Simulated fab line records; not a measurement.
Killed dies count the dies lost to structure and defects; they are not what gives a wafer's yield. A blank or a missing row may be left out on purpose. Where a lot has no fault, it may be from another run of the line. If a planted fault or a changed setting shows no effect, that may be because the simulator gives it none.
fab line records -- flow n5-finfet
[record] lots = 11, wafers = 32, last-day = 18
route steps=1938 shown GATE_CUT@502 PASS1_CAP@1873 TV_OPEN@1889 PASSIVATION@1930
lots untouched by any fault: they come from a run of this same line in which no faults occurred
start-h: start of the lot's first displayed wafer, in hours after the record's first day -- wait-h: how many hours have passed since the lot's step before this one -- " as in the row above -- L1.1+2: several wafers, shown together as one row -- - value missing, or start not given -- * or withheld: withheld -- < > ~ a bound
route shown NAME@n: NAME is a module with steps in the file, n the number in the route of the first one -- usual: mean and standard deviation over wafers with no fault -- same: alike in all rows -- chamber/n: place in a boat -- sites: per-site readings -- _std_site: the values' standard deviation -- _edge_site: the outer-site mean with the inner-site mean subtracted -- radius-mm: how far each site lies from the wafer's centre -- mask NAME#n: copy n -- behind: the tool/chamber that last shaped the wafer -- hold: cause of the lot's hold/its duration in hours/its outcome -- device: the transistor (n, p or np) that didn't switch -- end of line: tests run on the same wafers once the route is complete -- step lacking rows: just its recipe -- killed: count of dies lost to structure and defects at first sort (not the wafer's yield) -- map: per-die view of a wafer (x killed, . not killed, _ where there is no die)
set.NAME: the setting the step ran with; set.NAME@STEP: the setting that earlier step ran with -- model.NAME: the simulator's own value behind a step, which no gauge read
route steps across a sampled set of lots; one table per step, one row per wafer
services: the hour from which a tool's chamber was out of use, counted from the record's first day as start-h (under 0 if before that day), plus the number of hours and why
[[steps]]
[step N5_GATE_CUT_CUT_ETCH_55]
[recipe] chemistry = BCl3, target = HfO2, mask-material = SiO2, target-depth-a = 32, ion-energy-ev = 30, pressure-mtorr = 5, icp-w = 450, bias-w = 18, bcl3-flow-sccm = 80
[usual] drypump-motor-current-A = 5.5/0.38, oes-product-au = 0.77/0.13, throttle-valve-pct = 33.4/0.59
lot.wafer,tool,chamber,start-h,wait-h,drypump-motor-current-A,oes-product-au,rf-hours-counter-h,throttle-valve-pct
L213.1,rie-metal-01,0,88.93,0.0,5.0,0.79,34,32.4
L213.2,rie-metal-01,1,88.93,0.0,5.1,0.61,123,33.8
L213.6,rie-metal-01,0,88.93,0.0,5.0,0.79,-,32.4
L214.3,rie-metal-01,0,96.69,0.0,5.1,0.80,-,32.4
L214.4,rie-metal-01,1,96.69,0.0,5.1,0.62,-,33.8
L214.5,rie-metal-01,1,96.69,0.0,5.1,0.61,-,33.8
L216.1,rie-metal-02,1,110.43,0.1,6.1,0.60,119,33.7
L216.3,rie-metal-02,1,110.43,0.1,6.1,0.60,-,33.6
L216.6,rie-metal-02,1,110.43,0.1,6.1,0.60,-,33.7
L221.2,rie-metal-01,0,138.78,0.0,5.0,0.78,40,32.4
L221.3,rie-metal-01,0,138.78,0.0,5.0,0.76,-,32.4
L221.5,rie-metal-01,1,138.78,0.0,5.1,0.61,-,33.8
L225.2,rie-metal-02,1,164.48,0.0,6.1,0.59,126,33.7
L225.5,rie-metal-02,1,164.48,0.0,6.1,0.60,-,33.7
L225.6,rie-metal-02,0,164.48,0.0,6.0,0.93,-,32.6
L227.3,rie-metal-03,0,173.09,0.0,5.6,0.90,-,33.9
L227.4,rie-metal-03,1,173.09,0.0,5.3,0.76,-,33.9
L227.6,rie-metal-03,1,173.09,0.0,5.3,0.76,-,33.8
L230.2,rie-metal-02,1,193.10,0.0,6.1,0.59,127,33.7
L230.4,rie-metal-02,1,193.10,0.0,6.1,0.59,-,33.7
L230.6,rie-metal-02,1,193.10,0.0,6.1,0.59,-,33.7
L231.1,rie-metal-03,0,195.57,0.0,5.6,0.88,10,33.9
L231.2,rie-metal-03,1,195.57,0.0,5.3,0.74,46,33.8
L231.5,rie-metal-03,0,195.57,0.0,5.6,0.89,-,33.9
L232.1,rie-metal-02,0,207.82,0.1,6.0,0.92,6,32.6
L232.2,rie-metal-02,1,207.82,0.1,6.1,0.59,129,33.7
L232.6,rie-metal-02,0,207.82,0.1,6.0,0.91,-,32.6
L233.1,rie-metal-02,0,212.98,0.1,6.0,0.91,7,32.6
L233.3,rie-metal-02,0,212.98,0.1,6.0,0.91,-,32.6
L234.1,rie-metal-01,1,218.27,0.0,5.1,0.99,1,33.5
L234.2,rie-metal-01,0,218.27,0.0,5.0,0.75,47,32.4
L234.3,rie-metal-01,0,218.27,0.0,5.0,0.75,-,32.4
[step N5_PASSIVATION_PECVD_55]
[recipe] material = SiO2, target-thk-a = 4000, temp-c = 400, precursor = SiH4/N2O, pressure-torr = 2.7, rf-w = 608, time-s = 22.5
[usual] heater-power-w = 596/78, showerhead-plenum-p-Torr = 8.17/0.096, throttle-valve-pct = 52.0/2.4
lot.wafer,tool,chamber,start-h,wait-h,heater-power-w,showerhead-plenum-p-Torr,throttle-valve-pct
L213.1,pecvd-03,2,269.01,0.0,623,8.18,47.8
L213.2,pecvd-03,1,269.01,0.0,606,8.07,55.1
L213.6,pecvd-03,1,269.01,0.0,488,8.10,55.0
L214.3,pecvd-04,0,279.94,0.0,670,8.32,53.6
L214.4,pecvd-04,1,279.94,0.0,638,8.22,52.1
L214.5,pecvd-04,0,279.94,0.0,690,8.34,53.7
L216.1,pecvd-03,1,292.22,0.0,602,8.06,55.0
L216.3,pecvd-03,2,292.22,0.0,714,8.17,48.1
L216.6,pecvd-03,0,292.22,0.0,663,8.21,55.0
L221.2,pecvd-04,0,311.81,0.0,720,8.32,54.0
L221.3,pecvd-04,2,311.81,0.0,426,8.07,49.3
L221.5,pecvd-04,0,311.81,0.0,561,8.35,53.6
L225.2,pecvd-04,2,342.35,0.0,493,8.05,49.4
L225.5,pecvd-04,1,342.35,0.0,584,8.19,51.8
L225.6,pecvd-04,0,342.35,0.0,573,8.31,53.9
L227.3,pecvd-04,1,364.14,0.0,555,8.23,52.0
L227.4,pecvd-04,2,364.14,0.0,473,8.07,49.5
L227.6,pecvd-04,0,364.14,0.0,591,8.32,54.3
L231.1,pecvd-02,1,374.97,0.0,613,8.16,50.3
L231.2,pecvd-02,2,374.97,0.0,748,8.02,50.3
L231.5,pecvd-02,1,374.97,0.0,636,8.14,50.3
L230.2,pecvd-02,2,383.16,0.0,609,8.03,50.3
L230.4,pecvd-02,1,383.16,0.0,589,8.15,50.1
L230.6,pecvd-02,0,383.16,0.0,574,8.10,53.6
L234.1,pecvd-03,1,398.58,0.0,547,8.07,55.1
L234.2,pecvd-03,2,398.58,0.0,599,8.19,48.3
L234.3,pecvd-03,0,398.58,0.0,678,8.22,55.1
L232.1,pecvd-04,0,412.17,0.0,585,8.34,54.4
L232.2,pecvd-04,2,412.17,0.0,484,8.07,49.9
L232.6,pecvd-04,1,412.17,0.0,524,8.22,51.7
L233.1,pecvd-03,1,413.82,0.0,603,8.06,55.0
L233.3,pecvd-03,2,413.82,0.0,663,8.18,49.0
[step N5_PASSIVATION_STRIP_14]
[recipe] chemistry = O2, power-w = 600, temp-c = 60, pressure-mtorr = 30, rf-frequency-hz = 6e+07, bias-power-w = 0, overash-fraction = 0.5, o2-flow-sccm = 225
[usual] drypump-motor-current-A = 5.7/0.4, oes-product-au = 0.79/0.09, rf-vpp-V = 3.8/0.84, showerhead-plenum-p-Torr = 2.10/0.073, throttle-valve-pct = 16.66/0.22
lot.wafer,tool,chamber,start-h,wait-h,drypump-motor-current-A,oes-product-au,rf-hours-counter-h,rf-vpp-V,showerhead-plenum-p-Torr,throttle-valve-pct
L213.1,rie-diel-01,0,269.92,0.1,5.4,0.77,110,3.8,2.13,17.03
L213.2,rie-diel-01,2,269.92,0.1,5.6,0.70,209,3.2,2.06,16.41
L213.6,rie-diel-01,2,269.92,0.1,5.6,0.70,-,3.3,2.06,16.42
L214.3,rie-diel-02,0,281.33,0.1,5.9,0.93,11,7.3,2.22,16.77
L214.4,rie-diel-02,0,281.33,0.1,5.9,0.92,-,3.6,2.22,16.77
L214.5,rie-diel-02,1,281.33,0.1,5.2,0.73,-,3.2,2.00,16.50
L216.1,rie-diel-02,2,293.08,0.1,5.8,0.68,231,3.8,2.16,16.89
L216.3,rie-diel-02,3,293.08,0.1,6.4,0.98,2,4.2,2.07,16.42
L216.6,rie-diel-02,1,293.08,0.1,5.2,0.73,-,4.0,2.00,16.47
L221.2,rie-diel-06,0,312.75,0.1,5.9,0.89,37,4.2,2.07,16.56
L221.3,rie-diel-06,2,312.75,0.1,5.2,0.68,236,3.4,2.15,16.97
L221.5,rie-diel-06,0,312.75,0.1,5.9,0.87,-,3.4,2.06,16.58
L225.2,rie-diel-06,3,344.51,0.1,5.5,0.82,90,4.7,2.11,16.49
L225.5,rie-diel-06,0,344.51,0.1,5.9,0.87,-,3.3,2.06,16.57
L225.6,rie-diel-06,1,344.51,0.1,5.4,0.90,-,3.0,2.06,16.32
L227.3,rie-diel-06,0,367.08,0.1,5.9,0.85,55,4.4,2.06,16.59
L227.4,rie-diel-06,0,367.08,0.1,5.9,0.84,-,3.9,2.06,16.59
L227.6,rie-diel-06,3,367.08,0.1,5.5,0.81,-,4.3,2.11,16.52
L231.1,rie-diel-01,0,376.11,0.1,5.4,0.74,135,3.2,2.12,17.06
L231.2,rie-diel-01,1,376.11,0.1,6.4,0.81,82,2.2,2.03,16.56
L231.5,rie-diel-01,1,376.11,0.1,6.4,0.80,-,4.4,2.03,16.53
L230.2,rie-diel-01,1,384.21,0.1,6.5,0.81,85,3.6,2.03,16.54
L230.4,rie-diel-01,0,384.21,0.1,5.4,0.73,138,4.7,2.12,17.11
L230.6,rie-diel-01,1,384.21,0.1,6.4,0.82,-,3.4,2.03,16.56
L234.1,rie-diel-01,0,401.17,0.1,5.4,0.74,143,4.0,2.12,17.09
L234.2,rie-diel-01,3,401.17,0.1,5.9,0.76,158,3.7,2.20,16.74
L234.3,rie-diel-01,1,401.17,0.1,6.5,0.81,90,4.1,2.03,16.58
L232.1,rie-diel-01,2,418.26,0.1,5.6,0.68,241,4.4,2.05,16.49
L232.2,rie-diel-01,1,418.26,0.1,6.4,0.80,95,3.3,2.03,16.57
L232.6,rie-diel-01,2,418.26,0.1,5.6,0.69,-,3.1,2.05,16.48
L233.1,rie-diel-06,1,418.49,0.1,5.5,0.85,53,3.4,2.05,16.39
L233.3,rie-diel-06,0,418.49,0.1,5.9,0.83,72,4.8,2.05,16.63
[step N5_PASSIVATION_ETCH_54]
[recipe] chemistry = CHF3/O2, target = SiO2, target-depth-a = 8800, CHF3_flow_sccm = 50, O2_flow_sccm = 5, Ar_flow_sccm = 200, time-s = 440, mask-material = PR, pressure-mtorr = 30, source-w = 650, bias-w = 170, ion-energy-ev = 200
[usual] drypump-motor-current-A = 5.8/0.43, oes-product-au = 0.83/0.07, rf-vpp-V = 523/11, showerhead-plenum-p-Torr = 2.45/0.08, throttle-valve-pct = 18.69/0.24
lot.wafer,tool,chamber,start-h,wait-h,drypump-motor-current-A,oes-product-au,rf-hours-counter-h,rf-vpp-V,showerhead-plenum-p-Torr,throttle-valve-pct
L213.1,rie-diel-03,2,274.19,0.1,5.8,0.92,17,516,2.57,18.44
L213.2,rie-diel-03,1,274.19,0.1,5.8,0.80,70,530,2.42,18.81
L213.6,rie-diel-03,3,274.19,0.1,5.5,0.86,-,504,2.35,18.80
L214.3,rie-diel-04,1,284.81,0.1,6.1,0.82,101,527,2.43,18.64
L214.4,rie-diel-04,0,284.81,0.1,6.3,0.91,22,512,2.47,19.14
L214.5,rie-diel-04,3,284.81,0.1,5.7,0.89,-,531,2.45,18.60
L216.1,rie-diel-03,0,298.21,0.1,5.8,0.94,9,537,2.47,18.19
L216.3,rie-diel-03,3,298.21,0.1,5.5,0.85,61,504,2.35,18.83
L216.6,rie-diel-03,1,298.21,0.1,5.8,0.80,-,531,2.42,18.83
L221.2,rie-diel-05,0,316.07,0.1,6.6,0.76,157,528,2.50,18.90
L221.3,rie-diel-05,2,316.07,0.1,5.1,0.83,68,518,2.55,18.53
L221.5,rie-diel-05,3,316.07,0.1,5.7,0.97,-,530,2.36,18.44
L225.2,rie-diel-05,1,348.01,0.1,5.6,0.94,6,539,2.56,18.49
L225.5,rie-diel-05,1,348.01,0.1,5.7,0.94,-,538,2.56,18.50
L225.6,rie-diel-05,2,348.01,0.1,5.1,0.82,-,516,2.55,18.56
L227.3,rie-diel-05,1,370.83,0.1,5.6,0.92,13,538,2.55,18.50
L227.4,rie-diel-05,2,370.83,0.1,5.1,0.81,87,516,2.55,18.57
L227.6,rie-diel-05,1,370.83,0.1,5.6,0.92,-,540,2.55,18.50
L231.1,rie-diel-04,3,379.64,0.1,5.7,0.84,61,530,2.43,18.68
L231.2,rie-diel-04,1,379.64,0.1,6.1,0.78,133,525,2.41,18.70
L231.5,rie-diel-04,0,379.64,0.1,6.4,0.85,-,509,2.46,19.20
L230.2,rie-diel-03,3,388.00,0.1,5.5,0.82,91,504,2.34,18.87
L230.4,rie-diel-03,1,388.00,0.1,5.8,0.77,109,529,2.41,18.88
L230.6,rie-diel-03,3,388.00,0.1,5.5,0.82,-,504,2.34,18.88
L234.1,rie-diel-03,1,404.53,0.1,5.8,0.76,115,531,2.41,18.90
L234.2,rie-diel-03,3,404.53,0.1,5.5,0.81,98,502,2.34,18.89
L234.3,rie-diel-03,0,404.53,0.1,5.7,0.88,46,534,2.45,18.24
L232.1,rie-diel-05,0,421.60,0.1,6.6,0.73,193,526,2.49,18.98
L232.2,rie-diel-05,2,421.60,0.1,5.1,0.79,102,517,2.54,18.59
L232.6,rie-diel-05,1,421.60,0.1,5.6,0.89,-,539,2.55,18.53
L233.1,rie-diel-05,1,422.19,0.1,5.6,0.89,30,539,2.55,18.53
L233.3,rie-diel-05,0,422.19,0.1,6.6,0.73,193,528,2.49,18.95
[step N5_PASSIVATION_PROBE_49]
[usual] defect-limited-yield = 91.4/1.5, killed_at_M0_to_M3 = 35/11, killed_at_M4_up = 16/7, killed-at-contacts = 11/5.3, killed-at-front-end = 37/11, killed-at-other = 3.1/2.8, killed-dies = 102/18, killed-open = 69/15, killed-short = 31/7.8, sort_bin_5_function = 5.1/1.1, sort_bin_6_memory = 3.2/0.69, sort-n-pass = 1078/18, sort-yield-pct = 91.4/1.5
[same] gross-dies = 1180, killed-at-back-side = 0, sort_bin_4_leakage[%] = 0, sort_bin_8_speed[%] = 0
lot.wafer,tool,chamber,start-h,wait-h,defect-limited-yield[%],killed_at_M0_to_M3,killed_at_M4_up,killed-at-contacts,killed-at-front-end,killed-at-other,killed-dies,killed-open,killed-short,sort_bin_5_function[%],sort_bin_6_memory[%],sort-n-pass,sort-yield-pct[%]
L221.2,prober-01,-,318.90,0.1,93.3,14,22,13,30,0,79,55,20,3.7,2.9,1101,93.3
L221.3,prober-01,-,318.95,0.1,91.9,25,18,17,31,4,95,60,32,4.2,3.7,1085,91.9
L221.5,prober-01,-,319.05,0.2,84.1,30,10,15,131,2,188,61,24,10.3,4.5,992,84.1
// killed by level:class
L221.2 STI_FIN_REVEAL:geometric-particle:open=10 MOL_CONTACT_COAG:geometric-particle:open=10 BEOL_M4:geometric-particle:short=8 BEOL_M4:geometric-particle:open=6 DUMMY_GATE:geometric-particle:open=5 BEOL_M0_SAQP:geometric-particle:open=5 BEOL_M5:geometric-particle:open=5 GATE_CUT:geometric-particle:open=4
L221.3 MOL_CONTACT_COAG:geometric-particle:open=14 BEOL_M4:geometric-particle:open=8 BEOL_M0_SAQP:geometric-particle:short=7 FIN_SAQP:geometric-particle:open=6 BEOL_M1:geometric-particle:open=5 STI_FIN_REVEAL:geometric-particle:open=4 ILD0:geometric-particle:open=4 BEOL_M2:geometric-particle:open=4
L221.5 GATE_CUT:unspecified=99 MOL_CONTACT_COAG:geometric-particle:open=11 STI_FIN_REVEAL:geometric-particle:open=8 BEOL_M1:geometric-particle:open=8 GATE_CUT:geometric-particle:open=7 BEOL_M2:geometric-particle:open=6 GATE_CUT:geometric-particle:short=5 FIN_SAQP:geometric-particle:open=4
[[services]]
tool,chamber,start-h,hours,kind
rie-diel-05,2,91.55,11.1,repair
rie-diel-01,1,107.72,3.6,repair
pecvd-04,2,131.19,15.6,repair
pecvd-04,2,154.24,4.7,repair
rie-diel-01,-,165.45,15.6,pm
rie-diel-05,0,166.50,3.8,repair
rie-diel-05,3,168.28,4.5,repair
pecvd-04,0,208.94,1.9,repair
pecvd-04,1,216.87,14.9,repair
pecvd-04,-,222.72,0.5,repair
rie-metal-02,-,232.71,14.6,pm
rie-diel-05,3,256.33,3.1,repair
rie-metal-02,1,266.73,10.1,repair
pecvd-04,-,270.16,2.9,repair
pecvd-04,2,282.31,4.7,repair
pecvd-04,-,290.23,1.7,repair
rie-diel-01,1,306.06,3.2,repair
rie-diel-05,2,309.40,3.4,repair
rie-diel-01,2,317.52,13.2,repair
rie-diel-01,-,331.02,28.1,pm
rie-diel-01,1,364.05,3.9,repair
rie-diel-01,3,376.43,7.4,repair
pecvd-04,-,406.62,0.7,repair
rie-diel-01,-,407.84,3.0,repair
[[key]]
[first-sign] step = N5_PASSIVATION_PROBE_49, reading = killed-at-front-end, direction = up, sigmas = 8.6, usual = 37, struck = 131
[effect] step = N5_PASSIVATION_PROBE_49, reading = defect-limited-yield, direction = down, sigmas = 4.7, usual = 91.4, struck = 84.1
[more-kills-born-at] N5_GATE_CUT_CUT_ETCH_55@rie-metal-01 = 99
met-at N5_GATE_CUT_CUT_ETCH_55
struck-lots L221
struck-wafers L221.5
not-acting-at N5_PASSIVATION_PECVD_55,N5_PASSIVATION_STRIP_14,N5_PASSIVATION_ETCH_54
onset-between 96.69 138.78
[fault] kind = chamber-particle-source, tool = rie-metal-01, chamber = 1, onset-h = 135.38, steps = N5_GATE_CUT_CUT_ETCH_55, rate-per-visit-cm2 = 0.4654, end-h = 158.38
